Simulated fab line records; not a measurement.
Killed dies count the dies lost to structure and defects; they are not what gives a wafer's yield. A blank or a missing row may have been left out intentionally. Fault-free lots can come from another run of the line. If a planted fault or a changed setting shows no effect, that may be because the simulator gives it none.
Matching of chambers + flow n5-finfet + N5_BEOL_M12_ETCH_59 on rie-diel-04: 4 sister chambers
The step etches BARC in N2/H2, target depth 89 nm, overetch 26.7 nm, time 67.9 s. 8 wafers are shown with their chamber, then 7 later ones without.

== WAFERS WITH THEIR CHAMBER ==
| wafer  | chamber | drypump-motor-current-A (A) | showerhead-plenum-p-Torr (Torr) |
|--------|---------|-----------------------------|---------------------------------|
| L076.3 | 3       | 5.8                         | 2.51                            |
| L074.5 | 3       | 5.8                         | 2.51                            |
| L081.6 | 0       | 5.0                         | 2.44                            |
| L085.3 | 0       | 5.0                         | 2.43                            |
| L085.5 | 2       | 6.8                         | 2.49                            |
| L085.6 | 1       | 5.7                         | 2.40                            |
| L088.1 | 2       | 6.8                         | 2.49                            |
| L088.2 | 1       | 5.8                         | 2.40                            |

== WAFERS WHOSE CHAMBER IS MISSING ==
| wafer  | drypump-motor-current-A (A) | showerhead-plenum-p-Torr (Torr) |
|--------|-----------------------------|---------------------------------|
| L088.3 | 5.8                         | 2.49                            |
| L088.4 | 4.9                         | 2.43                            |
| L088.5 | 5.8                         | 2.49                            |
| L088.6 | 6.8                         | 2.49                            |
| L092.2 | 5.8                         | 2.49                            |
| L092.3 | 5.7                         | 2.40                            |
| L092.6 | 6.8                         | 2.49                            |

== THE CHAMBER EACH PASSED THROUGH ==
| wafer  | from the rows above | in truth |
|--------|---------------------|----------|
| L088.3 | 3                   | 3        |
| L088.4 | 0                   | 0        |
| L088.5 | 3                   | 3        |
| L088.6 | 2                   | 2        |
| L092.2 | 3                   | 3        |
| L092.3 | 1                   | 1        |
| L092.6 | 2                   | 2        |
Correctly placed: 7 of 7. Can't be placed from these rows: 0. Number placed wrongly: 0.
How it was worked out, from the rows above alone: a wafer's distance from a chamber is the root of the sum, over the readings, of the square of ((its reading less the chamber's mean) divided by the reading's scatter). If the next closest chamber is less than 2 further off than the closest, the wafer can't be placed; otherwise it belongs to the closest. Each chamber's mean is taken over the wafers shown for it. The scatter: the root of (the sum of the squares of (reading less its chamber's mean) over the shown wafers, divided by (wafers less chambers)).
